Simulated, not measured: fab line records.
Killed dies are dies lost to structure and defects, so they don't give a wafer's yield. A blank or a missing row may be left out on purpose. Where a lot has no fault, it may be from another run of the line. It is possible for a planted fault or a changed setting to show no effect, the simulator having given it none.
Which of the tools did it? | flow nand-harc | 33 wafers sampled from 11 lots at 1 step of a route of 1159

== WHAT THE GAUGES SHOWED, per wafer ==
NHARC_P_CONTACT_INSPECT_14.
lot  | measured     | on                | raw-defect-count
L075 | day 5 19:30  | defect-inspect-01 | 1 2 2
L077 | day 6 07:34  | defect-inspect-02 | 5 5 4
L080 | day 7 05:01  | defect-inspect-02 | 6 7 5
L083 | day 8 02:07  | defect-inspect-02 | 6 5 2
L085 | day 8 16:29  | defect-inspect-01 | 7 3 1
L086 | day 8 17:56  | defect-inspect-02 | 1 1 1
L089 | day 9 10:42  | defect-inspect-02 | 2 0 1
L091 | day 9 18:24  | defect-inspect-01 | 3 1 3
L093 | day 10 08:27 | defect-inspect-02 | 4 3 3
L096 | day 10 20:30 | defect-inspect-01 | 3 2 1
L097 | day 11 02:49 | defect-inspect-02 | 10 4 3

== WHICH TOOL RAN EACH LOT (tool, then ch and the chambers of the sampled wafers, then the start) ==
The record shows no process step preceding these readings.

== THE ANSWER, worked out from the rows above alone ==
Rule: what is usual is taken from the lots themselves. The widest of any qualifying gaps counts: lots, ordered by their means at a reading, are off when they make up no more than a third of the lots, leave a main group of 4 or more, and stand apart from it by 3 or more times the standard deviation of that group's means. If all means in a main group match to the digits the tables above print for the reading, that group is not used. A lot without any number at a reading at which 4 lots or more have one is off too. The other lots that the step has rows for count as sound.
Nothing can be told from this: no lot is off at any reading shown.

== WHAT HAD BEEN PUT IN BY THE SIMULATOR ==
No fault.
